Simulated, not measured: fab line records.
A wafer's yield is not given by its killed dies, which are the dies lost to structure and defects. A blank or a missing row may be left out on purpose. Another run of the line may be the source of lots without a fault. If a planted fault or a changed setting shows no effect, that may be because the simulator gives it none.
Chamber matching	flow n5-finfet	N5_HKMG_FIN_ETCH_35 on rie-diel-06 has 4 sister chambers
The step etches SOC in N2/H2, target depth 215.8 nm, time 243.4 s. 7 wafers are shown with their chamber, then 7 later ones without.

== WAFERS PAIRED WITH THEIR CHAMBERS ==
wafer	chamber	showerhead-plenum-p-Torr (Torr)	throttle-valve-pct (%)
L330.4	2	2.50	18.0
L340.5	1	2.38	17.6
L341.1	1	2.38	17.6
L341.3	3	2.66	18.1
L341.5	2	2.49	17.7
L342.1	0	2.42	18.3
L342.5	0	2.42	18.3

== WAFERS WITHOUT THEIR CHAMBER ==
wafer	showerhead-plenum-p-Torr (Torr)	throttle-valve-pct (%)
L342.6	2.66	18.2
L351.2	2.42	18.4
L351.4	2.48	17.7
L351.6	2.41	18.4
L352.3	2.41	18.4
L352.5	2.65	18.2
L352.6	2.41	18.4

== EACH ONE'S CHAMBER ==
wafer	from the rows above	in truth
L342.6	3	3
L351.2	0	0
L351.4	2	2
L351.6	0	0
L352.3	0	0
L352.5	3	3
L352.6	0	0
Placed correctly: 7 of 7. Number that these rows cannot place: 0. 0 placed wrongly.
How it was worked out, from the rows above alone: a wafer's distance from a chamber is the root of the sum, over the readings, of the square of ((its reading less the chamber's mean) divided by the reading's scatter). If the next closest chamber is less than 2 further off than the closest, the wafer can't be placed; otherwise it belongs to the closest. Each chamber's mean is taken over the wafers shown for it. The scatter: the root of (the sum of the squares of (reading less its chamber's mean) over the shown wafers, divided by (wafers less chambers)).
